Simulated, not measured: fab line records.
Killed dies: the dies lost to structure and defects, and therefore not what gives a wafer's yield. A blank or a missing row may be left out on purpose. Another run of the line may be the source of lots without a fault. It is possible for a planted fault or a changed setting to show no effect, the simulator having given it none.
Chamber matching / flow n5 finfet / N5_BEOL_M14_CMP_49 on cmp-01 has 4 sister chambers
The step polishes, stops on SiO2, t overpolish 5.2 s, target thk 560 nm. 8 wafers are shown with their chamber, then 7 later ones without.

## WAFERS WITH THEIR CHAMBER
wafer=L074.2; chamber=1; motor current A (A)=8.0; barrier field endpoint s (s)=11.40
wafer=L080.1; chamber=2; motor current A (A)=7.5; barrier field endpoint s (s)=11.09
wafer=L080.6; chamber=3; motor current A (A)=6.9; barrier field endpoint s (s)=11.63
wafer=L084.1; chamber=0; motor current A (A)=6.8; barrier field endpoint s (s)=11.40
wafer=L084.4; chamber=1; motor current A (A)=8.0; barrier field endpoint s (s)=11.44
wafer=L084.6; chamber=0; motor current A (A)=6.9; barrier field endpoint s (s)=11.33
wafer=L088.2; chamber=2; motor current A (A)=7.1; barrier field endpoint s (s)=11.50
wafer=L088.5; chamber=3; motor current A (A)=7.2; barrier field endpoint s (s)=11.68

## WAFERS WITH NO CHAMBER GIVEN
wafer=L088.6; motor current A (A)=6.9; barrier field endpoint s (s)=11.37
wafer=L087.1; motor current A (A)=7.2; barrier field endpoint s (s)=11.43
wafer=L087.2; motor current A (A)=6.8; barrier field endpoint s (s)=11.52
wafer=L087.6; motor current A (A)=7.8; barrier field endpoint s (s)=11.56
wafer=L093.1; motor current A (A)=8.2; barrier field endpoint s (s)=11.18
wafer=L093.2; motor current A (A)=6.9; barrier field endpoint s (s)=11.31
wafer=L093.4; motor current A (A)=7.2; barrier field endpoint s (s)=11.00

## THE CHAMBER EACH PASSED THROUGH
wafer=L088.6; from the rows above=can't be placed: 0 or 3 or 2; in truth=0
wafer=L087.1; from the rows above=can't be placed: 2 or 3 or 0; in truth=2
wafer=L087.2; from the rows above=can't be placed: 0 or 3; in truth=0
wafer=L087.6; from the rows above=can't be placed: 1 or 2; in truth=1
wafer=L093.1; from the rows above=1; in truth=1
wafer=L093.2; from the rows above=can't be placed: 0 or 2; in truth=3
wafer=L093.4; from the rows above=can't be placed: 2 or 0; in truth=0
1 of 7 placed correctly. Unplaceable from these rows: 6, with the true chamber sitting among the candidates in 5. Number placed wrongly: 0.
How it was worked out, from the rows above alone: a wafer's distance from a chamber is the root of the sum, over the readings, of the square of ((its reading less the chamber's mean) divided by the reading's scatter). The wafer belongs to the nearest chamber; if the next one is less than 2 further off, it can't be placed. For every chamber, the mean is computed from those of its wafers that are shown. The scatter is the square root of a quotient: the sum, over the shown wafers, of each reading's squared deviation from its chamber's mean, divided by wafers minus chambers.
